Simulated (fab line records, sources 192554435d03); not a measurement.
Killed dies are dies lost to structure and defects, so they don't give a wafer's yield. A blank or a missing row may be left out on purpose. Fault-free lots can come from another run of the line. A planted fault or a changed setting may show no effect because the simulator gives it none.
2 desks, one fault -- flow n5_finfet -- what lay behind the numbers comes last; until then each desk has only its own

METROLOGY DESK
Means of the sampled wafers that have a number, per lot and without regard to the tool the lot ran on: this is what the gauges read. A lot is out of limits, marked OUT, if its mean lies more than 4 standard deviations from the usual mean; the brackets give that distance. It has 11 readings; the 7 that lie furthest out on some lot are the ones shown.
Columns: A = M2_THK at N5_BEOL_M2_THK_MEAS_53, usual 40.7 nm; B = DIBL_N at N5_BEOL_M4_RC_MEAS_101, usual 36.1 mV/V; C = IOFF_N at N5_BEOL_M4_RC_MEAS_101, usual 0.16 nA/um; D = ION_P at N5_BEOL_M4_RC_MEAS_101, usual 461 uA/um; E = SS_N at N5_BEOL_M4_RC_MEAS_101, usual 71.4 mV/dec; F = SS_P at N5_BEOL_M4_RC_MEAS_101, usual 73.3 mV/dec; G = VT_P at N5_BEOL_M4_RC_MEAS_101, usual -250 mV
lot,first seen here,A,B,C,D,E,F,G
L363,day 9 14:00,39.3,36.2,0.15,460,70.8,73.4,-250
L364,day 9 23:02,39.9,35.8,0.15,458,70.8,72.7,-254
L365,day 10 07:34,40.8,36.1,0.17,468,71.3,73.2,-252
L367,day 10 14:01,40.4,34.8,0.13,462,71.2,73.2,-251
L370,day 11 02:08,40.9,37.6,0.16,454,71.6,73.8,-254
L377,day 12 22:55,42.4,34.7,0.16,461,71.5,73.6,-250
Result from this desk: across the 6 lots, nothing is out of limits.

FOR THE TOOL OWNER'S DESK: cvd_co-02
The tool's own readings at N5_BEOL_M2_CO_CAP_55 (material Co, precursor CCTBA/H2, target thk 2 nm, time 102.1 s): means of the sampled wafers that have a number, for each lot that ran on this tool. A lot is out of limits, marked OUT, if its mean lies more than 4 standard deviations from the usual mean; the brackets give that distance.
Columns: A = heater_power_w at N5_BEOL_M2_CO_CAP_55, usual 253 W; B = run_length_s at N5_BEOL_M2_CO_CAP_55, usual 125.2 s
lot,first seen here,A,B
L364,day 9 23:07,240,168.9 (+73) OUT
L365,day 10 07:53,256,148.2 (+38) OUT
L377,day 12 22:59,252,125.1
This desk's finding: out of limits on L364, L365; first on L364, day 9 23:07 (run_length_s at N5_BEOL_M2_CO_CAP_55). Within limits: L377.

BROUGHT TOGETHER
On L364, L365, at day 9 23:07, an alarm was possible from the tool owner's desk.
Metrology desk: nothing out of limits seen.
The metrology desk has L364, L365 on record, within its limits.
All the named lots went through N5_BEOL_M2_CO_CAP_55 on cvd_co-02.

WHAT HAD BEEN PUT IN BY THE SIMULATOR
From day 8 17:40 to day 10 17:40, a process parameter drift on cvd_co-02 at N5_BEOL_M2_CO_CAP_55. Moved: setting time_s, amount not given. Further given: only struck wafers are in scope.
Struck lots among those shown: L364, L365.
How many hours passed from the start of the fault until each desk's first out-of-limits reading: the tool owner's desk, 29.
